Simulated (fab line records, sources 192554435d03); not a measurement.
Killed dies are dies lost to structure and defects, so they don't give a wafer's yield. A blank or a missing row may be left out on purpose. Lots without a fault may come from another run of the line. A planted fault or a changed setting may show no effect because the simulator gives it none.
Split-lot experiment | flow n5_finfet | 7 lots, 21 wafers read, on a route of 1938 steps

THE SPLIT
At N5_MIM_BOT_ETCH_ETCH_04 (etches SiNx in CF4/O2, target depth 26 nm, time 13 s), the setting time_s was moved away from the recipe's 13 s on 4 of the 21 wafers read, by -18.3% to +22.4%. The other wafers ran this setting at the recipe's value.

The reading is taken at the split's own step.

THE READING
etch.depth_nm (the simulator's own value, which no gauge read), in nm, at N5_MIM_BOT_ETCH_ETCH_04 (etches SiNx in CF4/O2, target depth 26 nm, time 13 s). The file gives no usual value for it. The 17 wafers here that ran the recipe average 25.35 nm, standard deviation 0.71 nm.

wafer  | tool, chamber at the split | time_s as run, s | against the recipe | etch.depth_nm, nm | against lot-mates on the recipe
L075.1 | rie_diel-06, 0             | 13               | recipe             | 25.7              | -
L075.4 | rie_diel-06, 2             | 13               | recipe             | 24.53             | -
L075.5 | rie_diel-06, 0             | 11.03            | -15.2%             | 21.79             | -3.33
L080.3 | rie_diel-02, 3             | 13               | recipe             | 25.19             | -
L080.4 | rie_diel-02, 2             | 13               | recipe             | 26.56             | -
L080.6 | rie_diel-02, 2             | 13               | recipe             | 26.45             | -
L085.4 | rie_diel-03, 0             | 13               | recipe             | 26.26             | -
L085.5 | rie_diel-03, 1             | 13               | recipe             | 24.86             | -
L085.6 | rie_diel-03, 0             | 13               | recipe             | 26.32             | -
L083.3 | rie_diel-03, 1             | 13               | recipe             | 24.94             | -
L083.5 | rie_diel-03, 0             | 11.79            | -9.3%              | 23.9              | -1.07
L083.6 | rie_diel-03, 1             | 13               | recipe             | 25                | -
L084.1 | rie_diel-02, 0             | 13               | recipe             | 24.76             | -
L084.2 | rie_diel-02, 2             | 13               | recipe             | 26.23             | -
L084.5 | rie_diel-02, 0             | 13               | recipe             | 24.69             | -
L090.2 | rie_diel-02, 1             | 10.62            | -18.3%             | 20.1              | -4.70
L090.3 | rie_diel-02, 0             | 13               | recipe             | 24.91             | -
L090.6 | rie_diel-02, 1             | 13               | recipe             | 24.7              | -
L092.1 | rie_diel-06, 1             | 13               | recipe             | 25.32             | -
L092.2 | rie_diel-06, 2             | 13               | recipe             | 24.61             | -
L092.4 | rie_diel-06, 3             | 15.91            | +22.4%             | 31.91             | +6.95

THE FIT
A straight line over all 21 wafers: etch.depth_nm changes by +0.271 nm for each +1% of time_s; r = +0.94; the points scatter about the line by 0.73 nm.
The same after taking each lot's own level away (the mean of its wafers on the recipe; 21 wafers): +0.265 nm for each +1%; r = +0.95; scatter 0.65 nm.
On that fit, the largest move of time_s shifts the reading by 5.9 nm.
The lots' own levels span 24.805 to 26.067 nm, that is 1.8 times the standard deviation above.
So the lot-to-lot level changes the slope little: the two slopes agree.
Check: with one of the wafers moved furthest among these (+22.4%) left out of the fit, the line predicts +5.11 nm for it against its lot-mates. It came out at +6.95 nm against them.

OTHER SPLITS ON THESE WAFERS
These wafers also went through other splits before the reading. Each is held against what the fit with the lots' levels taken away leaves over:
other split on the same wafers | wafers away from the commonest value | r with etch.depth_nm (lot level and that fit taken away)
N5_BEOL_M8_DESCUM_33 time_s    | 6                                    | -0.17
N5_BEOL_M9_DESCUM_16 time_s    | 7                                    | -0.11
N5_BEOL_M9_COAT_63 spin_rpm    | 7                                    | -0.11
N5_BEOL_M10_VIA_ETCH_34 bias_w | 6                                    | +0.24
N5_BEOL_M10_ETCH_41 source_w   | 8                                    | -0.15
N5_BEOL_M11_COAT_05 spin_rpm   | 7                                    | -0.13
N5_BEOL_M11_ETCH_62 bias_w     | 8                                    | -0.14
N5_BEOL_M12_ETCH_59 bias_w     | 3                                    | -0.16
N5_BEOL_M13_COAT_65 spin_rpm   | 6                                    | +0.06
N5_BEOL_M14_DEP_53 time_s      | 6                                    | +0.10

THE FILE'S OWN FIT
etch.depth_nm changes by +0.262 nm for each +1% of time_s, r = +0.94.
